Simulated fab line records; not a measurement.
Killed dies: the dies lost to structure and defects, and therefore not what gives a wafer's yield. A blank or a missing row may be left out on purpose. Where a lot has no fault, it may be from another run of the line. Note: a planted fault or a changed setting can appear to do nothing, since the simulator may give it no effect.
Chamber matching | flow n5_finfet | 3 sister chambers for N5_BEOL_M0_SAQP_PECVD_03 on pecvd-03
The step deposits SiCN from 3MS/NH3, target thk 12 nm, time 21.1 s. 3 wafers are shown with their chamber, then 8 later ones without.

## WAFERS WITH THEIR CHAMBER
wafer  | chamber | throttle_valve_pct (%)
L948.6 | 0       | 8.8
L950.3 | 2       | 8.5
L962.1 | 1       | 8.8

## WAFERS MISSING THEIR CHAMBER
wafer  | throttle_valve_pct (%)
L962.3 | 8.7
L962.4 | 8.7
L963.1 | 8.5
L963.5 | 8.7
L963.6 | 8.7
L966.2 | 8.9
L966.3 | 8.3
L966.6 | 8.7

## CHAMBER TAKEN BY EACH
wafer  | from the rows above          | in truth
L962.3 | can't be placed: 0 or 1 or 2 | 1
L962.4 | can't be placed: 0 or 1 or 2 | 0
L963.1 | 2                            | 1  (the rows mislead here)
L963.5 | can't be placed: 0 or 1 or 2 | 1
L963.6 | can't be placed: 0 or 1 or 2 | 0
L966.2 | can't be placed: 0 or 1      | 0
L966.3 | 2                            | 2
L966.6 | can't be placed: 0 or 1 or 2 | 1
Correct placement for 1 of the 8. Not placeable from these rows: 6 (in 6, the candidates include the true chamber). Wrongly placed: 1.
How it was worked out, from the rows above alone: a wafer's distance from a chamber is the root of the sum, over the readings, of the square of ((its reading less the chamber's mean) divided by the reading's scatter). The wafer belongs to the nearest chamber; if the next one is less than 2 further off, it can't be placed. Each chamber's mean is taken over the wafers shown for it. The scatter: root of mean squared gap, hidden wafer to nearest shown wafer, with one shown wafer a chamber.
